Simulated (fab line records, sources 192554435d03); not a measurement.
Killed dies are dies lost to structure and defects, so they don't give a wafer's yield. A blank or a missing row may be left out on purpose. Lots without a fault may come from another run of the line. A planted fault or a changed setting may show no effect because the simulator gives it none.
Split-lot experiment | flow n5_finfet | 7 lots, 39 wafers read, on a route of 1938 steps

THE SPLIT
At N5_ZERO_LAYER_DEVELOP_10 (develop time 60 s), the setting develop_time_s was moved away from the recipe's 60 s on 15 of the 39 wafers read, by -32.5% to +48.6%. The other wafers ran this setting at the recipe's value.

FROM THE SPLIT TO THE READING: what the file shows between them, 1 step
- N5_ZERO_LAYER_HARDBAKE_23: time 120 s

THE READING
cd_nm, in nm, at N5_ZERO_LAYER_CD_MEAS_11 (target cd 2000 nm). Fault-free wafers of this fab line usually give 2000.5 nm, standard deviation 1.5 nm.

wafer  | tool, chamber at the split | develop_time_s as run, s | against the recipe | cd_nm, nm | against lot-mates on the recipe
L074.1 | litho_track-01, 0          | 60                       | recipe             | 1999.9    | -
L074.2 | litho_track-01, 0          | 89.14                    | +48.6%             | 2010.0    | +10.4
L074.3 | litho_track-01, 0          | 60                       | recipe             | 1999.7    | -
L074.4 | litho_track-01, 0          | 60                       | recipe             | 1999.3    | -
L074.5 | litho_track-01, 0          | 89.14                    | +48.6%             | 2008.5    | +8.9
L074.6 | litho_track-01, 0          | 89.14                    | +48.6%             | 2007.9    | +8.3
L075.1 | litho_track-03, 0          | 71.26                    | +18.8%             | 2002.4    | +3.6
L075.2 | litho_track-03, 0          | 71.26                    | +18.8%             | 2002.2    | +3.4
L075.3 | litho_track-03, 0          | 60                       | recipe             | 1999.0    | -
L075.4 | litho_track-03, 0          | 71.26                    | +18.8%             | 2000.0    | +1.2
L075.5 | litho_track-03, 0          | 60                       | recipe             | 1996.6    | -
L075.6 | litho_track-03, 0          | 60                       | recipe             | 2000.9    | -
L077.1 | litho_track-03, 0          | 60                       | recipe             | 1998.1    | -
L077.2 | litho_track-03, 0          | 60                       | recipe             | 2001.2    | -
L077.6 | litho_track-03, 0          | 60                       | recipe             | 2000.2    | -
L079.1 | litho_track-05, 0          | 60                       | recipe             | 2001.5    | -
L079.2 | litho_track-05, 0          | 60                       | recipe             | 1999.7    | -
L079.3 | litho_track-05, 0          | 60                       | recipe             | 1997.0    | -
L079.4 | litho_track-05, 0          | 60                       | recipe             | 1999.7    | -
L079.5 | litho_track-05, 0          | 60                       | recipe             | 1998.3    | -
L079.6 | litho_track-05, 0          | 60                       | recipe             | 1998.4    | -
L088.1 | litho_track-03, 0          | 60                       | recipe             | 1998.0    | -
L088.2 | litho_track-03, 0          | 60                       | recipe             | 1997.3    | -
L088.3 | litho_track-03, 0          | 40.51                    | -32.5%             | 1990.9    | -7.6
L088.4 | litho_track-03, 0          | 40.51                    | -32.5%             | 1990.7    | -7.8
L088.5 | litho_track-03, 0          | 40.51                    | -32.5%             | 1991.7    | -6.8
L088.6 | litho_track-03, 0          | 60                       | recipe             | 2000.3    | -
L093.1 | litho_track-03, 0          | 60                       | recipe             | 1999.1    | -
L093.2 | litho_track-03, 0          | 75.66                    | +26.1%             | 2004.7    | +5.6
L093.3 | litho_track-03, 0          | 60                       | recipe             | 1998.1    | -
L093.4 | litho_track-03, 0          | 60                       | recipe             | 2000.2    | -
L093.5 | litho_track-03, 0          | 75.66                    | +26.1%             | 2005.5    | +6.4
L093.6 | litho_track-03, 0          | 75.66                    | +26.1%             | 2004.8    | +5.7
L097.1 | litho_track-05, 0          | 78.35                    | +30.6%             | 2007.2    | +4.9
L097.2 | litho_track-05, 0          | 60                       | recipe             | 2003.2    | -
L097.3 | litho_track-05, 0          | 60                       | recipe             | 2002.6    | -
L097.4 | litho_track-05, 0          | 60                       | recipe             | 2001.1    | -
L097.5 | litho_track-05, 0          | 78.35                    | +30.6%             | 2007.6    | +5.3
L097.6 | litho_track-05, 0          | 78.35                    | +30.6%             | 2007.0    | +4.7

THE FIT
A straight line over all 39 wafers: cd_nm changes by +0.217 nm for each +1% of develop_time_s; r = +0.93; the points scatter about the line by 1.6 nm.
The same after taking each lot's own level away (the mean of its wafers on the recipe; 39 wafers): +0.197 nm for each +1%; r = +0.96; scatter 1.2 nm.
On that fit, the largest move of develop_time_s shifts the reading by 9.6 nm.
The lots' own levels span 1998.53 to 2002.30 nm, that is 2.5 times the standard deviation above.
So the lot-to-lot level changes the slope little: the two slopes agree.
Check: with one of the wafers moved furthest among these (+48.6%) left out of the fit, the line predicts +9.2 nm for it against its lot-mates. It came out at +10.4 nm against them.

THE FILE'S OWN FIT
cd_nm changes by +0.194 nm for each +1% of develop_time_s, r = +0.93.
